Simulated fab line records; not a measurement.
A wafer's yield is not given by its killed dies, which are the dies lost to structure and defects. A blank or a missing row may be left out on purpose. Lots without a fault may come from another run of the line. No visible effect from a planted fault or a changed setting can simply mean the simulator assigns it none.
Matching of chambers + flow n5-finfet + rie-diel-03 running N5_BEOL_M0_STRIP_104: 4 sister chambers
The step strips in N2/H2. 8 wafers are shown with their chamber, then 9 later ones without.

## WAFERS, EACH WITH ITS CHAMBER
| wafer  | chamber | showerhead-plenum-p-Torr (Torr) | throttle-valve-pct (%) |
|--------|---------|---------------------------------|------------------------|
| L083.1 | 2       | 2.45                            | 23.74                  |
| L085.1 | 2       | 2.45                            | 23.81                  |
| L085.4 | 1       | 2.68                            | 23.22                  |
| L085.5 | 3       | 2.67                            | 23.40                  |
| L088.5 | 0       | 2.45                            | 23.49                  |
| L089.1 | 3       | 2.67                            | 23.39                  |
| L089.3 | 1       | 2.67                            | 23.25                  |
| L089.4 | 0       | 2.44                            | 23.50                  |

## WAFERS WHOSE CHAMBER IS MISSING
| wafer  | showerhead-plenum-p-Torr (Torr) | throttle-valve-pct (%) |
|--------|---------------------------------|------------------------|
| L090.4 | 2.45                            | 23.81                  |
| L090.5 | 2.67                            | 23.41                  |
| L090.6 | 2.45                            | 23.52                  |
| L092.4 | 2.44                            | 23.51                  |
| L092.5 | 2.45                            | 23.82                  |
| L092.6 | 2.67                            | 23.40                  |
| L094.1 | 2.44                            | 23.83                  |
| L094.2 | 2.67                            | 23.23                  |
| L094.3 | 2.67                            | 23.41                  |

## WHICH CHAMBER EACH ONE RAN IN
| wafer  | from the rows above | in truth |
|--------|---------------------|----------|
| L090.4 | 2                   | 2        |
| L090.5 | 3                   | 3        |
| L090.6 | 0                   | 0        |
| L092.4 | 0                   | 0        |
| L092.5 | 2                   | 2        |
| L092.6 | 3                   | 3        |
| L094.1 | 2                   | 2        |
| L094.2 | 1                   | 1        |
| L094.3 | 3                   | 3        |
Placed correctly: 9 of 9. Number that these rows cannot place: 0. 0 placed wrongly.
How it was worked out, from the rows above alone: a wafer's distance from a chamber is the root of the sum, over the readings, of the square of ((its reading less the chamber's mean) divided by the reading's scatter). The wafer belongs to the nearest chamber; if the next one is less than 2 further off, it can't be placed. A chamber's mean is the mean of its shown wafers. The scatter is the square root of a quotient: the sum, over the shown wafers, of each reading's squared deviation from its chamber's mean, divided by wafers minus chambers.
